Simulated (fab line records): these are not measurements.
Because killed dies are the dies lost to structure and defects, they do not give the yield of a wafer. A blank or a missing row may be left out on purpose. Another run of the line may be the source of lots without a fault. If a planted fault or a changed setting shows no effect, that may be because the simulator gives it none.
Matching of chambers + flow n5Finfet + rieDiel-06 running N5_HKMG_FIN_ETCH_58: 4 sister chambers
The step etches SOC in N2/H2, target depth 215.8 nm, time 741 s. 4 wafers are shown with their chamber, then 8 later ones without.

EACH WAFER AND ITS CHAMBER
| wafer  | chamber | drypumpMotorCurrentA (A) |
|--------|---------|--------------------------|
| L083.5 | 2       | 5.4                      |
| L087.1 | 1       | 6.5                      |
| L087.2 | 0       | 5.3                      |
| L092.2 | 3       | 4.8                      |

WAFERS WITH NO CHAMBER GIVEN
| wafer  | drypumpMotorCurrentA (A) |
|--------|--------------------------|
| L092.4 | 4.8                      |
| L092.6 | 4.8                      |
| L093.1 | 5.3                      |
| L093.5 | 5.3                      |
| L093.6 | 4.8                      |
| L096.1 | 5.5                      |
| L096.3 | 5.3                      |
| L096.5 | 5.4                      |

CHAMBER TAKEN BY EACH
| wafer  | from the rows above | in truth |
|--------|---------------------|----------|
| L092.4 | 3                   | 3        |
| L092.6 | 3                   | 3        |
| L093.1 | 0                   | 0        |
| L093.5 | 0                   | 0        |
| L093.6 | 3                   | 3        |
| L096.1 | 2                   | 2        |
| L096.3 | 0                   | 0        |
| L096.5 | 2                   | 2        |
Correct placement for 8 of the 8. From these rows, 0 cannot be placed. Number placed wrongly: 0.
How it was worked out, from the rows above alone: a wafer's distance from a chamber is the root of the sum, over the readings, of the square of ((its reading less the chamber's mean) divided by the reading's scatter). If the next closest chamber is less than 2 further off than the closest, the wafer can't be placed; otherwise it belongs to the closest. The mean given for a chamber averages the wafers shown for that chamber. The scatter: with one shown wafer a chamber, the root of the mean of the squares of how far each hidden wafer lies from its nearest shown one.
